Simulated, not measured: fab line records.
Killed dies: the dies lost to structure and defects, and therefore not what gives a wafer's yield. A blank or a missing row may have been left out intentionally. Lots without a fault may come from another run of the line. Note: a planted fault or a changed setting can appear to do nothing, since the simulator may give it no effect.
Chamber matching ; flow nand harc ; pecvd-04 running NHARC_A_CONTACT_DEP_58: 3 sister chambers
The step deposits SiON, target thk 60 nm. 14 wafers are shown with their chamber, then 7 later ones without.

## WAFERS PAIRED WITH THEIR CHAMBERS
wafer;chamber;heater power w (W);rf fwd power W (W)
L079.1;0;894;347.6
L079.4;0;898;348.5
L079.6;2;797;349.7
L077.1;0;784;348.8
L077.3;1;765;345.0
L077.6;2;773;347.8
L085.2;0;858;349.7
L085.3;2;758;347.9
L085.6;0;874;349.6
L087.1;0;831;348.6
L087.3;2;766;351.1
L087.5;2;767;349.0
L090.1;1;772;347.8
L090.2;0;867;349.4

SIGNATURES (averages over the wafers above)
reading;chamber 0;chamber 1;chamber 2;scatter within a chamber
heater power w;858.00;768.50;772.20;30.7
rf fwd power W;348.886;346.400;349.100;1.16
Rule: a wafer lies at a distance from a chamber equal to the root of the sum of squares, over the readings, of (its reading less the chamber's mean, divided by the reading's scatter). If the next closest chamber is less than 2 further off than the closest, the wafer can't be placed; otherwise it belongs to the closest. The scatter: the root of (the sum of the squares of (reading less its chamber's mean) over the shown wafers, divided by (wafers less chambers)).

## WAFERS WHOSE CHAMBER IS MISSING
wafer;heater power w (W);rf fwd power W (W)
L090.6;848;347.8
L093.4;709;349.2
L093.5;893;348.0
L093.6;680;347.6
L092.2;801;350.1
L092.4;738;348.7
L092.5;684;350.1

## WHICH CHAMBER EACH WENT THROUGH
wafer;from the rows above;in truth
L090.6;can't be placed: 0 or 2 or 1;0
L093.4;can't be placed: 2 or 1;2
L093.5;0;0
L093.6;can't be placed: 1 or 2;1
L092.2;can't be placed: 2 or 0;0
L092.4;can't be placed: 2 or 1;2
L092.5;can't be placed: 2 or 1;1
Placed correctly: 1 of 7. Not placeable from these rows: 6 (in 6, the candidates include the true chamber). Placed wrongly: 0.
